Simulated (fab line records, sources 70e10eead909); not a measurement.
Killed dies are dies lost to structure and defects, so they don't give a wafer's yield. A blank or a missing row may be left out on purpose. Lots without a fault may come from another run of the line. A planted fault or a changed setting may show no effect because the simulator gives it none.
Which tool did it? | flow nand_harc | 11 lots, 33 wafers sampled, at 5 steps of a route of 1302

WHAT THE GAUGES READ, wafer by wafer
NHARC_A_CHANNEL_FILL_D2_INSPECT_13.
lot  | measured     | on                | raw_defect_count
L484 | day 15 05:01 | defect_inspect-01 | 291 389 528
L486 | day 15 16:53 | defect_inspect-02 | 308 458 386
L488 | day 16 22:11 | defect_inspect-02 | 454 298 315
L492 | day 19 10:08 | defect_inspect-01 | 293 494 362
L493 | day 19 14:37 | defect_inspect-02 | 487 407 467
L496 | day 20 18:32 | defect_inspect-02 | 212 264 241
L503 | day 23 19:08 | defect_inspect-01 | 176 312 324
L504 | day 24 12:17 | defect_inspect-02 | 433 527 386
L507 | day 24 20:25 | defect_inspect-02 | 258 275 233
L505 | day 24 20:25 | defect_inspect-01 | 558 585 502
L506 | day 25 02:25 | defect_inspect-01 | 618 275 309

WHICH TOOL RAN EACH LOT (tool, then ch and the chambers of the sampled wafers, then the start)
lot  | NHARC_A_CHANNEL_HOLE_D2_ETCH_25  | NHARC_A_CHANNEL_HOLE_D2_ETCH_44    | NHARC_A_CHANNEL_FILL_D2_CVD_09   | NHARC_A_CHANNEL_FILL_D2_CMP_10
L484 | har_etch-01 ch 0,1, day 13 01:40 | rie_diel-07 ch 1,2, day 13 03:29   | lpcvd_poly-03 ch 0, day 15 01:12 | cmp-03 ch 0,1,3, day 15 04:28
L486 | har_etch-01 ch 0,1, day 13 13:42 | rie_diel-08 ch 1,2,3, day 13 15:24 | lpcvd_poly-04 ch 0, day 15 12:51 | cmp-04 ch 0,1,2, day 15 16:07
L488 | har_etch-01 ch 0,1, day 14 19:37 | rie_diel-07 ch 0,1,2, day 14 21:28 | lpcvd_poly-04 ch 0, day 16 18:14 | cmp-04 ch 1,2, day 16 21:27
L492 | har_etch-01 ch 0,1, day 17 07:09 | rie_diel-08 ch 1,2,3, day 17 08:33 | lpcvd_poly-04 ch 0, day 19 06:23 | cmp-04 ch 2,3, day 19 09:32
L493 | har_etch-01 ch 0,1, day 17 11:02 | rie_diel-08 ch 0,2,3, day 17 12:42 | lpcvd_poly-04 ch 0, day 19 10:48 | cmp-02 ch 0,2,3, day 19 13:59
L496 | har_etch-02 ch 0,1, day 18 15:04 | rie_diel-07 ch 1,2,3, day 18 16:37 | lpcvd_poly-04 ch 0, day 20 14:43 | cmp-03 ch 1,2, day 20 17:55
L503 | har_etch-01 ch 0,1, day 21 15:46 | rie_diel-07 ch 1,2,3, day 21 17:19 | lpcvd_poly-03 ch 0, day 23 15:20 | cmp-04 ch 0,1,3, day 23 18:32
L504 | har_etch-01 ch 0,1, day 22 07:38 | rie_diel-08 ch 1,2, day 22 09:27   | lpcvd_poly-04 ch 0, day 24 08:29 | cmp-03 ch 1,2,3, day 24 11:42
L507 | har_etch-02 ch 0,1, day 22 18:10 | rie_diel-02 ch 1,3, day 22 19:43   | lpcvd_poly-03 ch 0, day 24 16:35 | cmp-03 ch 0,1,3, day 24 19:48
L505 | har_etch-01 ch 0,1, day 22 18:52 | rie_diel-02 ch 2,3, day 22 20:23   | lpcvd_poly-03 ch 0, day 24 16:35 | cmp-02 ch 0,3, day 24 19:50
L506 | har_etch-02 ch 0,1, day 22 22:02 | rie_diel-08 ch 1,2,3, day 22 23:52 | lpcvd_poly-04 ch 0, day 24 22:34 | cmp-03 ch 1,2, day 25 01:47
- NHARC_A_CHANNEL_HOLE_D2_ETCH_25: etches the open film in C4F8/O2/Ar, time 1040.2 s, target depth 1500 nm.
- NHARC_A_CHANNEL_HOLE_D2_ETCH_44: etches the open film in CF4/O2, target depth 140 nm, overetch 14 nm, time 77 s.
- NHARC_A_CHANNEL_FILL_D2_CVD_09: deposits poly-Si, target thk 150 nm, time 3000 s.
- NHARC_A_CHANNEL_FILL_D2_CMP_10: polishes, target thk 150 nm.

THE ANSWER, worked out from the rows above alone
Rule: what is usual is taken from the lots themselves. Put in order of their means at a reading, lots are off if they are a third of the lots or fewer, leave a main group of 4 or more, and stand apart from it by a gap of 3 or more times the standard deviation of the main group's means; of several such gaps the widest counts. A main group whose means are all the same, to the digits that the tables above print for the reading, isn't used. A lot without any number at a reading at which 4 lots or more have one is off too. The other lots that the step has rows for count as sound.
No lot is off at any reading shown: from this, nothing can be told.

WHAT THE SIMULATOR HAD PUT IN
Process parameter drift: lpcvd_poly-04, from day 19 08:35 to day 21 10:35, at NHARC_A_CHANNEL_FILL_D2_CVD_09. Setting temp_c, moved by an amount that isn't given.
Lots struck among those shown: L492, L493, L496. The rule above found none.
